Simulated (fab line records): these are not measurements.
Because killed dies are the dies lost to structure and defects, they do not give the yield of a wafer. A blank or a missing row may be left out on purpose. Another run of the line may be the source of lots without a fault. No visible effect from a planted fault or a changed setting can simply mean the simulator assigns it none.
Split-lot trial | flow n5 finfet | 7 lots, 21 wafers read, on a route of 1938 steps

ON THE SPLIT
At N5_BEOL_M4_ETCH_64 (etches SOC in N2/H2, target depth 75 nm, overetch 22.5 nm, time 121.9 s), the setting time s was moved away from the recipe's 121.9 s on 7 of the 21 wafers read, by -21.4% to -7.8%. This setting was run at the recipe's value on the other wafers.

The reading comes from the split's own step.

THE READING
SiARC_of_BEOL_M4_COAT_62.thk nm (the simulator's own value, which no gauge read), in nm, at N5_BEOL_M4_ETCH_64 (etches SOC in N2/H2, target depth 75 nm, overetch 22.5 nm, time 121.9 s). The file gives no usual value for it. The 14 wafers here that ran the recipe average 6.4 nm, standard deviation 0.15 nm.

wafer  | tool, chamber at the split | time s as run, s | against the recipe | SiARC_of_BEOL_M4_COAT_62.thk nm, nm | against lot-mates on the recipe
L078.2 | rie diel-03, 0             | 121.9            | recipe             | 6.4                                 | -
L078.4 | rie diel-03, 0             | 121.9            | recipe             | 6.4                                 | -
L078.5 | rie diel-03, 1             | 121.9            | recipe             | 6.2                                 | -
L082.3 | rie diel-03, 1             | 102.4            | -16.0%             | 7                                   | +0.8
L082.4 | rie diel-03, 3             | 121.9            | recipe             | 6.2                                 | -
L082.5 | rie diel-03, 0             | 102.4            | -16.0%             | 7.4                                 | +1.2
L087.2 | rie diel-01, 0             | 121.9            | recipe             | 6.4                                 | -
L087.3 | rie diel-01, 2             | 111.7            | -8.4%              | 6.6                                 | +0.2
L087.6 | rie diel-01, 1             | 111.7            | -8.4%              | 6.8                                 | +0.4
L089.2 | rie diel-05, 1,2           | 121.9            | recipe             | 6.4                                 | -
L089.5 | rie diel-05, 1,2           | 121.9            | recipe             | 6.4                                 | -
L089.3 | rie diel-05, 3             | 121.9            | recipe             | 6                                   | -
L088.1 | rie diel-03, 1             | 95.76            | -21.4%             | 7.4                                 | +1.0
L088.2 | rie diel-03, 3,2           | 121.9            | recipe             | 6.4                                 | -
L088.3 | rie diel-03, 3,2           | 121.9            | recipe             | 6.4                                 | -
L092.1 | rie diel-03, 2             | 121.9            | recipe             | 6.6                                 | -
L092.5 | rie diel-03, 2             | 121.9            | recipe             | 6.6                                 | -
L092.2 | rie diel-03, 3             | 121.9            | recipe             | 6.4                                 | -
L095.1 | rie diel-05, 0             | 112.4            | -7.8%              | 6.6                                 | +0.2
L095.4 | rie diel-05, 0             | 112.4            | -7.8%              | 6.6                                 | +0.2
L095.6 | rie diel-05, 1             | 121.9            | recipe             | 6.4                                 | -
Rows listing several chambers each stand for several wafers; the file does not say which wafer went through which chamber.

THE FIT
A straight line over all 21 wafers: SiARC_of_BEOL_M4_COAT_62.thk nm changes by -0.0477 nm for each +1% of time s; r = -0.90; the points scatter about the line by 0.16 nm.
The same after taking each lot's own level away (the mean of its wafers on the recipe; 21 wafers): -0.0512 nm for each +1%; r = -0.92; scatter 0.15 nm.
The reading moves by 1.1 nm for the largest change in time s, on that fit.
The lots' own levels span 6.20 to 6.53 nm, that is 2.2 times the standard deviation above.
The two slopes agree, so the slope changes little with the lot-to-lot level.
Check: with one of the wafers moved furthest among these (-21.4%) left out of the fit, the line predicts +1.13 nm for it against its lot-mates. Against them it came out at +1 nm.

FURTHER SPLITS ON THESE WAFERS
Before the reading, these wafers also passed through other splits. Each is held against what the fit with the lots' levels taken away leaves over:
other split on the same wafers   | wafers away from the commonest value | r with SiARC_of_BEOL_M4_COAT_62.thk nm (lot level and that fit taken away)
N5_BEOL_M2_TRENCH_ETCH_37 bias w | 7                                    | +0.03
N5_BEOL_M3_COAT_76 spin rpm      | 6                                    | +0.10
N5_BEOL_M4_COAT_05 spin rpm      | 7                                    | -0.01

FILE'S OWN FIT
SiARC_of_BEOL_M4_COAT_62.thk nm changes by -0.049 nm for each +1% of time s, r = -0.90.
